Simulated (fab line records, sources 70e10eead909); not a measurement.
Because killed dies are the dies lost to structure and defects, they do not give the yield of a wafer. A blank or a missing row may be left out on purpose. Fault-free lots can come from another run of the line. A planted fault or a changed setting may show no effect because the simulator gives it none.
Chamber matching    flow nandHarc    4 sister chambers for NHARC_A_SGD_CUT_CMP_21 on cmp-01
The step polishes, target thk 148.19 nm. 4 wafers are shown with their chamber, then 9 later ones without.

## WAFERS PAIRED WITH THEIR CHAMBERS
wafer   chamber  motorCurrentA (A)
L084.3  0        10.8
L089.2  1        12.4
L089.5  2        11.7
L089.6  3        11.7

## WAFERS WHOSE CHAMBER IS MISSING
wafer   motorCurrentA (A)
L091.2  11.9
L091.4  12.2
L091.6  12.2
L090.2  10.6
L090.4  11.9
L090.5  11.8
L093.1  11.6
L093.2  12.1
L093.6  11.8

## EACH ONE'S CHAMBER
wafer   from the rows above           in truth
L091.2  can't be placed: 2 or 3 or 1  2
L091.4  can't be placed: 1 or 2 or 3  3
L091.6  can't be placed: 1 or 2 or 3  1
L090.2  0                             0
L090.4  can't be placed: 2 or 3 or 1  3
L090.5  can't be placed: 2 or 3       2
L093.1  can't be placed: 2 or 3       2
L093.2  can't be placed: 1 or 2 or 3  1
L093.6  can't be placed: 2 or 3       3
Placed correctly: 1 of 9. Not placeable from these rows: 8 (in 8, the candidates include the true chamber). Wrongly placed: 0.
How it was worked out, from the rows above alone: a wafer's distance from a chamber is the root of the sum, over the readings, of the square of ((its reading less the chamber's mean) divided by the reading's scatter). If the next closest chamber is less than 2 further off than the closest, the wafer can't be placed; otherwise it belongs to the closest. The mean given for a chamber averages the wafers shown for that chamber. The scatter: with one shown wafer a chamber, the root of the mean of the squares of how far each hidden wafer lies from its nearest shown one.
